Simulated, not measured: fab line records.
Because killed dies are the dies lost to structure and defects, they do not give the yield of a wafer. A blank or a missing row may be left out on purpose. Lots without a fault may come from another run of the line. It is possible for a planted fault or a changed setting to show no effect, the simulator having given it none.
Struck lot and sound lot, side by side | flow n5Finfet | 31 steps out of a route of 1938
Sound: wafers L700.2, L700.4, L700.6. Struck: wafer L689.5 (left out: L689.4, a lot-mate that was not struck); the cause follows at the end.
At each step with rows: each side's tool, then ch and its chambers, then its first start. Under that, the readings that differ: sound wafers | struck wafers | difference of the means | sigmas: that difference in standard deviations of wafers without a fault.
alike: readings whose means differ by less than 2 such deviations, and words and numbers that are the same on both sides. not compared: withheld readings, readings that some wafer has no value for, bounds like >300 that may hide the same value, and numbers for which the record gives no deviation and whose values overlap.
Wherever a step has rows on one side only, a row that says differs or no value, or a row with sigmas, the two part there. Non-overlapping numbers with no deviation appear without sigmas and do not part them. A reading that every wafer of one side lacks parts them only if that side has two wafers or more.

first, 9 steps without rows for these wafers: N5_BEOL_M6_DESCUM_33 (chemistry O2, time 7 s); N5_BEOL_M6_ETCH_72 (etches underlayer in N2/H2, target depth 6.5 nm, time 5.2 s); N5_BEOL_M6_ETCH_65 (etches SiARC in CF4, target depth 15.6 nm, time 26 s); N5_BEOL_M6_ETCH_66 (etches SOC in N2/H2, target depth 80 nm, overetch 16 nm, time 120 s); N5_BEOL_M6_STRIP_69 (strips in N2/H2); N5_BEOL_M6_STRIP_73 (strips in N2/H2); N5_BEOL_M6_VIA_ETCH_34 (etches SiCOH lowk in C4F6/O2, target depth 126.3 nm, time 50.9 s); N5_BEOL_M6_STRIP_76 (strips in C4F6/O2); N5_BEOL_M6_STRIP_36 (strips in N2/H2).
N5_BEOL_M6_TRENCH_ETCH_37: etches SiCOH lowk in C4F6/O2, target depth 94.435 nm, time 31.5 s.
  sound on rieDiel-01 ch 1,3, day 14 17:23; struck on rieDiel-04 ch 2, day 12 10:18
reading                           | sound             | struck | difference | sigmas
runLengthS (s)                    | 54.6 54.5 54.7    | 52.9   | -1.7       | -3
model.BEOL_M6.featureDepthNm (nm) | 96 96.6 95        | 89.6   | -6.3       | 
model.etch.depthNm (nm)           | 95.97 96.59 95.06 | 89.56  | -6.31      | 
  alike: drypumpMotorCurrentA, oes_ar_750_au, oesProductAu, rfVppV, showerheadPlenumPTorr, throttleValvePct
  not compared: rfHoursCounterH
then, 2 steps without rows for these wafers: N5_BEOL_M6_ETCH_41 (etches SiCN in CH3F/O2, target depth 29.7 nm, time 52 s); N5_BEOL_M6_STRIP_80 (strips in N2/H2, time 10 s).
N5_BEOL_M6_OCD_MEAS_38:
  sound: ocd-02 at day 14 17:32; struck: ocd-02 at day 12 10:28
reading            | sound          | struck | difference | sigmas
trenchDepthNm (nm) | 96.6 96.5 95.1 | 90.1   | -6.0       | -3
then, 13 steps without rows for these wafers: N5_BEOL_M6_HM_STRIP_39 (strips TiN in peroxide tin strip, target depth 25 nm, time 158 s); N5_BEOL_M6_SRD_40 (time 30 s); N5_BEOL_M6_PRECLEAN_42 (cleans in residue remover, time 60 s); N5_BEOL_M6_SRD_43 (time 30 s); N5_BEOL_M6_CURE_75 (cures SiCOH lowk, time 120 s); N5_BEOL_M6_DEGAS_44 (time 60 s); N5_BEOL_M6_PRE_CLEAN_45 (time 30 s); N5_BEOL_M6_ALD_77 (deposits TaN, target thk 2 nm, pulse time 2 s, purge time 3 s); N5_BEOL_M6_SURFACE_TREAT_79; N5_BEOL_M6_CVD_78 (deposits Co from CCTBA/H2, target thk 2 nm, time 142.3 s); N5_BEOL_M6_SPUTTER_48 (material Cu, target thk 10 nm, time 1.667 s); N5_BEOL_M6_ECD_50 (material Cu, target thk 300 nm); N5_BEOL_M6_ANNEAL_51 (time 90 s).
N5_BEOL_M6_CMP_52: polishes, stops on SiCOH lowk, t overpolish 6.9 s, target thk 80 nm.
  sound on cmp-02 ch 0,2,3, day 14 20:56; struck on cmp-03 ch 3, day 12 13:11
reading                               | sound          | struck | difference | sigmas
barrierFieldEndpointS (s)             | 28.1 27.9 29.4 | 30.1   | +1.6       | +2
timeToEndpointS (s)                   | 57 57 63       | 69     | +10        | +3
model.Cu_of_BEOL_M6_ECD_50.thkNm (nm) | 81.4 81 81.8   | 76.6   | -4.8       | 
  alike: motorCurrentA, overpolishRunS, slurryFilterDpKPa
then, 2 steps without rows for these wafers: N5_BEOL_M6_PRE_CLEAN_55 (time 15 s); N5_BEOL_M6_DEP_56 (deposits SiCN from 3MS/NH3, target thk 10 nm, time 17.5 s).
N5_BEOL_M6_RS_MEAS_57: measurement is done with a four-point probe.
  sound: filmMetro-02 at day 14 21:17; struck: filmMetro-02 at day 12 13:32
reading        | sound             | struck | difference | sigmas
M6_RS (ohm/sq) | 0.280 0.282 0.278 | 0.301  | +0.021     | +2
-- a jump in the record: the struck wafers' starts before and after are 4 days apart (it breaks off in module BEOL_M6 and resumes in module PASSIVATION, where the first step shown is number 1936 of the route) --
N5_PASSIVATION_PROBE_49:
  only the struck wafers here have rows in the record (prober-01, day 16 07:02); the sound ones have none

== WHERE THEY PART ==
Last at N5_PASSIVATION_PROBE_49 as far as this record goes, first at N5_BEOL_M6_TRENCH_ETCH_37.

WHY: the cause the simulator had injected
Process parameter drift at N5_BEOL_M6_TRENCH_ETCH_37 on rieDiel-04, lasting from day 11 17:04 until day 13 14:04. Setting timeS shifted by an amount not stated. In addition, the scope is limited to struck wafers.
